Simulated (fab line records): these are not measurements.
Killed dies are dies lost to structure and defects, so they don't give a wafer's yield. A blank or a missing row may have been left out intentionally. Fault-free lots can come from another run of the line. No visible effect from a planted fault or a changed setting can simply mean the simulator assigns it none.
Which tool was responsible? :: flow nandHarc :: 10 lots with 26 wafers sampled at 5 steps, on a route of 1302 steps

== WHAT EACH GAUGE READ, for each wafer ==
NHARC_END_WLT_00.
lot: L824
measured: day 24 22:01
on: prober-01
VT_DECK1_TOP: 0.892 0.902 0.893

lot: L830
measured: day 26 16:43
on: prober-01
VT_DECK1_TOP: 0.921

lot: L831
measured: day 26 16:43
on: prober-02
VT_DECK1_TOP: 0.898 0.900 0.901

lot: L832
measured: day 27 17:44
on: prober-02
VT_DECK1_TOP: 0.921

lot: L839
measured: day 30 17:10
on: prober-01
VT_DECK1_TOP: 0.900 0.902 0.890

lot: L842
measured: day 31 06:59
on: prober-01
VT_DECK1_TOP: 0.894 0.900 0.897

lot: L843
measured: day 32 00:01
on: prober-01
VT_DECK1_TOP: 0.896 0.900 0.895

lot: L844
measured: day 33 03:19
on: prober-01
VT_DECK1_TOP: 0.898 0.894 0.891

lot: L845
measured: day 32 17:29
on: prober-01
VT_DECK1_TOP: 0.906 0.907 0.893

lot: L846
measured: day 32 18:00
on: prober-02
VT_DECK1_TOP: 0.887 0.885 0.893

== EACH LOT AND THE TOOL THAT RAN IT (in order: tool; ch and the chambers of the sampled wafers; start) ==
lot: L824
NHARC_A_CHANNEL_HOLE_D1_ETCH_21: harEtch-02 ch 0,1, day 9 09:06
NHARC_A_CHANNEL_HOLE_D1_ETCH_24: harEtch-02 ch 0,1, day 9 10:54
NHARC_A_CHANNEL_HOLE_D1_STRIP_27: rieDiel-07 ch 0,3, day 9 14:41 or earlier
NHARC_A_CHANNEL_FILL_D1_ALD_02: aldHk-04 ch 0,1,3, day 9 14:41

lot: L830
NHARC_A_CHANNEL_HOLE_D1_ETCH_21: harEtch-02 ch 1, day 10 23:17
NHARC_A_CHANNEL_HOLE_D1_ETCH_24: harEtch-02 ch 1, day 11 01:01
NHARC_A_CHANNEL_HOLE_D1_STRIP_27: rieDiel-07 ch 3, day 11 04:53 or earlier
NHARC_A_CHANNEL_FILL_D1_ALD_02: aldHk-04 ch 0, day 11 04:53

lot: L831
NHARC_A_CHANNEL_HOLE_D1_ETCH_21: harEtch-01 ch 0,1, day 11 10:20
NHARC_A_CHANNEL_HOLE_D1_ETCH_24: harEtch-01 ch 0,1, day 11 12:06
NHARC_A_CHANNEL_HOLE_D1_STRIP_27: rieDiel-09 ch 0,1, day 11 15:46 or earlier
NHARC_A_CHANNEL_FILL_D1_ALD_02: aldHk-01 ch 0,1, day 11 15:46

lot: L832
NHARC_A_CHANNEL_HOLE_D1_ETCH_21: harEtch-01 ch 1, day 12 01:37
NHARC_A_CHANNEL_HOLE_D1_ETCH_24: harEtch-01 ch 1, day 12 03:19
NHARC_A_CHANNEL_HOLE_D1_STRIP_27: rieDiel-07 ch 2, day 12 07:17 or earlier
NHARC_A_CHANNEL_FILL_D1_ALD_02: aldHk-04 ch 1, day 12 07:17

lot: L839
NHARC_A_CHANNEL_HOLE_D1_ETCH_21: harEtch-02 ch 0,1, day 14 14:23
NHARC_A_CHANNEL_HOLE_D1_ETCH_24: harEtch-02 ch 0,1, day 14 16:05
NHARC_A_CHANNEL_HOLE_D1_STRIP_27: rieDiel-07 ch 0,1,3, day 14 19:51 or earlier
NHARC_A_CHANNEL_FILL_D1_ALD_02: aldHk-02 ch 0,3, day 14 19:51

lot: L842
NHARC_A_CHANNEL_HOLE_D1_ETCH_21: harEtch-02 ch 0,1, day 15 22:22
NHARC_A_CHANNEL_HOLE_D1_ETCH_24: harEtch-02 ch 0,1, day 16 00:04
NHARC_A_CHANNEL_HOLE_D1_STRIP_27: rieDiel-07 ch 0,1,2, day 16 04:02 or earlier
NHARC_A_CHANNEL_FILL_D1_ALD_02: aldHk-02 ch 0,1,2, day 16 04:02

lot: L843
NHARC_A_CHANNEL_HOLE_D1_ETCH_21: harEtch-02 ch 0,1, day 16 05:06
NHARC_A_CHANNEL_HOLE_D1_ETCH_24: harEtch-02 ch 0,1, day 16 06:52
NHARC_A_CHANNEL_HOLE_D1_STRIP_27: rieDiel-07 ch 0,3, day 16 10:52 or earlier
NHARC_A_CHANNEL_FILL_D1_ALD_02: aldHk-02 ch 0,1,3, day 16 10:52

lot: L844
NHARC_A_CHANNEL_HOLE_D1_ETCH_21: harEtch-01 ch 0, day 17 05:08
NHARC_A_CHANNEL_HOLE_D1_ETCH_24: harEtch-01 ch 0, day 17 06:49
NHARC_A_CHANNEL_HOLE_D1_STRIP_27: rieDiel-07 ch 1,3, day 17 10:35 or earlier
NHARC_A_CHANNEL_FILL_D1_ALD_02: aldHk-02 ch 0,1, day 17 10:35

lot: L845
NHARC_A_CHANNEL_HOLE_D1_ETCH_21: harEtch-01 ch 0,1, day 17 09:17
NHARC_A_CHANNEL_HOLE_D1_ETCH_24: harEtch-01 ch 0,1, day 17 11:00
NHARC_A_CHANNEL_HOLE_D1_STRIP_27: rieDiel-09 ch 1,3, day 17 14:56 or earlier
NHARC_A_CHANNEL_FILL_D1_ALD_02: aldHk-01 ch 0,1,2, day 17 14:56

lot: L846
NHARC_A_CHANNEL_HOLE_D1_ETCH_21: harEtch-02 ch 0,1, day 17 14:16
NHARC_A_CHANNEL_HOLE_D1_ETCH_24: harEtch-02 ch 0,1, day 17 15:58
NHARC_A_CHANNEL_HOLE_D1_STRIP_27: rieDiel-07 ch 0,2,3, day 17 19:44 or earlier
NHARC_A_CHANNEL_FILL_D1_ALD_02: aldHk-04 ch 0,1,2, day 17 19:44
- NHARC_A_CHANNEL_HOLE_D1_ETCH_21: etches the open film in C4F8/O2/Ar, time 514.3 s, target depth 1600 nm.
- NHARC_A_CHANNEL_HOLE_D1_ETCH_24: etches the open film in C4F8/O2/Ar, time 906.2 s, target depth 1500 nm.
- NHARC_A_CHANNEL_HOLE_D1_STRIP_27: strips in O2.
- NHARC_A_CHANNEL_FILL_D1_ALD_02: deposits SiO2, target thk 6 nm, pulse time 10 s, ald cycles 60.

== THE ANSWER, worked out from the rows above alone ==
Rule: the lots themselves supply what counts as usual. The widest of any qualifying gaps counts: lots, ordered by their means at a reading, are off when they make up no more than a third of the lots, leave a main group of 4 or more, and stand apart from it by 3 or more times the standard deviation of that group's means. The tables above print the reading to a certain number of digits; a main group whose means all agree to those digits is not used. A lot without any number at a reading at which 4 lots or more have one is off too. Where the step has rows for the other lots, those lots are counted as sound.
Off: L830, L832, at NHARC_END_WLT_00 (VT_DECK1_TOP). For the main group the mean is 0.896 and the standard deviation 0.0038.
If a tool, at a process step before that reading, ran all the lots that are off and no sound lot after the first of them, it fits. Gauges at NHARC_END_WLT_00: tried the same way as those tools. With no start given for some of its lots, NHARC_A_CHANNEL_HOLE_D1_STRIP_27 uses the hours and lot order of NHARC_A_CHANNEL_FILL_D1_ALD_02. Not one of the candidates tried fits.

== WHAT THE SIMULATOR HAD INSERTED ==
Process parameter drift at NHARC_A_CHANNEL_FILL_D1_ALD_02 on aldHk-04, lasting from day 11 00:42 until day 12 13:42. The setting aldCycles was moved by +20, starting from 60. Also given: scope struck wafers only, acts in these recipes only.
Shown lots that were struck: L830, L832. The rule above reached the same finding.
